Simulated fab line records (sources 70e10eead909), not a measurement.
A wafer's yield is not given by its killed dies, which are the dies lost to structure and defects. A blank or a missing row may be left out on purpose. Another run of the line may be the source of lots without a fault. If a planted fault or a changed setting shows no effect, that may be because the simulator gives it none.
Comparing a struck lot with a sound one | flow nand-harc | 43 steps out of a route of 1159
Sound: these wafers, L485.1, L485.4, L485.6. Struck: wafer L502.3. (L502.6 of the same lot was not struck and is left out.) The cause comes at the end.
At each step with rows: each side's tool, then ch and its chambers, then its first start. Under that, the readings that differ: sound wafers | struck wafers | difference of the means | sigmas: that difference in standard deviations of wafers without a fault.
alike: readings whose means differ by less than 2 such deviations, and words and numbers that are the same on both sides. not compared: withheld readings, readings that some wafer has no value for, bounds like >300 that may hide the same value, and numbers for which the record gives no deviation and whose values overlap.
Wherever a step has rows on one side only, a row that says differs or no value, or a row with sigmas, the two part there. Non-overlapping numbers with no deviation appear without sigmas and do not part them. Lack of a reading on every wafer of one side parts them only where that side has two or more wafers.

first, 3 steps without rows for these wafers: NHARC_A_CONTACT_ETCH_131 (etches the open film in C4F8/O2/Ar, time 155 s, target depth 956 nm); NHARC_A_CONTACT_ETCH_132 (etches the open film in C4F8/O2/Ar, time 156 s, target depth 958 nm); NHARC_A_CONTACT_ETCH_133 (etches the open film in C4F8/O2/Ar, time 195 s, target depth 840 nm).
NHARC_A_CONTACT_ETCH_91: etches the open film in CH3F/O2, target depth 40 nm, time 85.7 s.
  sound on rie-diel-11 ch 0,3, day 17 20:27; struck on rie-diel-06 ch 1, day 21 00:44
  reading                     | sound             | struck | difference | sigmas
  drypump-motor-current-A (A) | 5.65 5.13 5.13    | 6.08   | +0.78      | +3
  o2-flow-sccm (sccm)         | 30.03 29.98 29.96 | 30.19  | +0.20      | +2
  alike: oes-product-au, rf-vpp-V, showerhead-plenum-p-Torr, throttle-valve-pct
  not compared: rf-hours-counter-h
then, 1 step without rows for these wafers: NHARC_A_CONTACT_ETCH_97 (etches the open film in C4F6/O2, target depth 20 nm, time 10 s).
NHARC_A_CONTACT_CD_MEAS_80:
  sound on cd-sem-03 at day 17 20:40; struck on cd-sem-01 at day 21 00:55
  alike: cd-nm
then, 4 steps without rows for these wafers: NHARC_A_CONTACT_STRIP_103 (strips in N2/H2); NHARC_A_CONTACT_STRIP_104 (strips in CF4/CHF3); NHARC_A_CONTACT_STRIP_105 (strips in O2/COS); NHARC_A_CONTACT_ETCH_106 (etches the open film in CF4/O2, target depth 60 nm, overetch 6 nm, time 33 s).
NHARC_A_CONTACT_STRIP_82: strips in O2.
  sound: rie-diel-11 ch 0,1; struck: rie-diel-11 ch 3
  reading                     | sound          | struck | difference | sigmas
  drypump-motor-current-A (A) | 5.79 5.65 5.78 | 5.12   | -0.62      | -2
  alike: o2-flow-sccm, oes-product-au, rf-vpp-V, showerhead-plenum-p-Torr, throttle-valve-pct
  not compared: rf-hours-counter-h
then, 1 step without rows for these wafers: NHARC_A_CONTACT_STRIP_83 (strips in post etch residue remover, time 600 s).
NHARC_A_CONTACT_DEP_84: deposits aC, target thk 2000 nm.
  sound on acl-dep-01 ch 0, day 17 22:28; struck on acl-dep-02 ch 0, day 21 08:24
  alike: throttle-valve-pct
NHARC_A_CONTACT_DEP_85: deposits SiON, target thk 50 nm.
  sound on pecvd-04 ch 0,2, day 17 23:49; struck on pecvd-02 ch 2, day 21 09:15
  alike: heater-power-outer-w, heater-power-w
then, 10 steps without rows for these wafers: NHARC_A_CONTACT_DEHYDRATE_00 (time 120 s); NHARC_A_CONTACT_HMDS_01 (time 30 s); NHARC_A_CONTACT_COAT_86 (time 75 s); NHARC_A_CONTACT_COAT_87 (time 65 s); NHARC_A_CONTACT_COAT_02 (resist thk 90 nm); NHARC_A_CONTACT_SOFTBAKE_03 (time 55 s); NHARC_A_CONTACT_EBR_04; NHARC_A_CONTACT_EXPOSE_05 (exposes mask A CC); NHARC_A_CONTACT_PEB_06 (peb time 65 s); NHARC_A_CONTACT_DEVELOP_07 (develop time 35 s).
NHARC_A_CONTACT_CD_MEAS_08: target cd 100 nm.
  sound on cd-sem-01 ch 0, day 18 00:30; struck on cd-sem-02 ch 0, day 21 09:58
  alike: cd-nm
NHARC_A_CONTACT_OVL_MEAS_09:
  sound on overlay-02 at day 18 00:35; struck on overlay-01 at day 21 10:04
  alike: overlay-x-nm, overlay-y-nm
NHARC_A_CONTACT_INSPECT_10:
  sound on defect-inspect-02 at day 18 00:38; struck on defect-inspect-01 at day 21 10:05
  alike: raw-defect-count
then, 5 steps without rows for these wafers: NHARC_A_CONTACT_DESCUM_13 (chemistry O2, time 3 s); NHARC_A_CONTACT_ETCH_88 (etches the open film in CF4, target depth 39 nm, time 65 s); NHARC_A_CONTACT_ETCH_89 (etches the open film in N2/H2, target depth 260 nm, time 475.3 s); NHARC_A_CONTACT_ETCH_30 (etches the open film in CF4/CHF3, target depth 60.5 nm, time 30.2 s); NHARC_A_CONTACT_ETCH_31 (etches the open film in O2/COS, target depth 2000 nm, time 520 s).
NHARC_A_CONTACT_ETCH_134: etches the open film in C4F8/O2/Ar, time 140 s, target depth 700 nm.
  sound on har-cap-etch-02 ch 0,1, day 18 01:42; struck on har-cap-etch-03 ch 1, day 21 11:14
  not compared: rf-hours-counter-h
then, 5 steps without rows for these wafers: NHARC_A_CONTACT_ETCH_135 (etches the open film in C4F8/O2/Ar, time 132 s, target depth 1287 nm); NHARC_A_CONTACT_ETCH_136 (etches the open film in C4F8/O2/Ar, time 132 s, target depth 1287 nm); NHARC_A_CONTACT_ETCH_137 (etches the open film in C4F8/O2/Ar, time 132 s, target depth 1287 nm); NHARC_A_CONTACT_ETCH_138 (etches the open film in C4F8/O2/Ar, time 132 s, target depth 1289 nm); NHARC_A_CONTACT_ETCH_139 (etches the open film in C4F8/O2/Ar, time 137 s, target depth 590 nm).
NHARC_A_CONTACT_ETCH_92: etches the open film in CH3F/O2, target depth 40 nm, time 85.7 s.
  sound on rie-diel-11 ch 0,3, day 18 02:47; struck on rie-diel-11 ch 2, day 21 12:16
  alike: drypump-motor-current-A, o2-flow-sccm, oes-product-au, rf-vpp-V, showerhead-plenum-p-Torr, throttle-valve-pct
  not compared: rf-hours-counter-h
then, 1 step without rows for these wafers: NHARC_A_CONTACT_ETCH_98 (etches the open film in C4F6/O2, target depth 20 nm, time 10 s).
NHARC_A_CONTACT_CD_MEAS_15:
  sound on cd-sem-01 at day 18 03:01; struck on cd-sem-03 at day 21 12:28
  reading    | sound          | struck | difference | sigmas
  cd-nm (nm) | 88.9 90.1 88.8 | 91.3   | +2.0       | +3
then, 1 step without rows for these wafers: NHARC_A_CONTACT_STRIP_107 (strips in N2/H2).
-- the record jumps here: 2 days lie between the struck wafers' starts before and after (it left off in module A_CONTACT and takes up again in module END, whose first step shown is number 1159 of the route) --
NHARC_END_SORT_01:
  sound on prober-01 ch 0, day 20 14:59; struck on prober-02 ch 0, day 23 22:56
  reading         | sound    | struck | difference | sigmas
  killed-at-array | 24 24 26 | 162    | +137       | +16
  killed-dies     | 25 28 26 | 164    | +138       | +16
  alike: killed-at-other, killed-at-periphery, killed-open, killed-short

== WHERE THEY PART ==
First at NHARC_A_CONTACT_ETCH_91; last, within this record, at NHARC_END_SORT_01.

WHY: what had been put in by the simulator
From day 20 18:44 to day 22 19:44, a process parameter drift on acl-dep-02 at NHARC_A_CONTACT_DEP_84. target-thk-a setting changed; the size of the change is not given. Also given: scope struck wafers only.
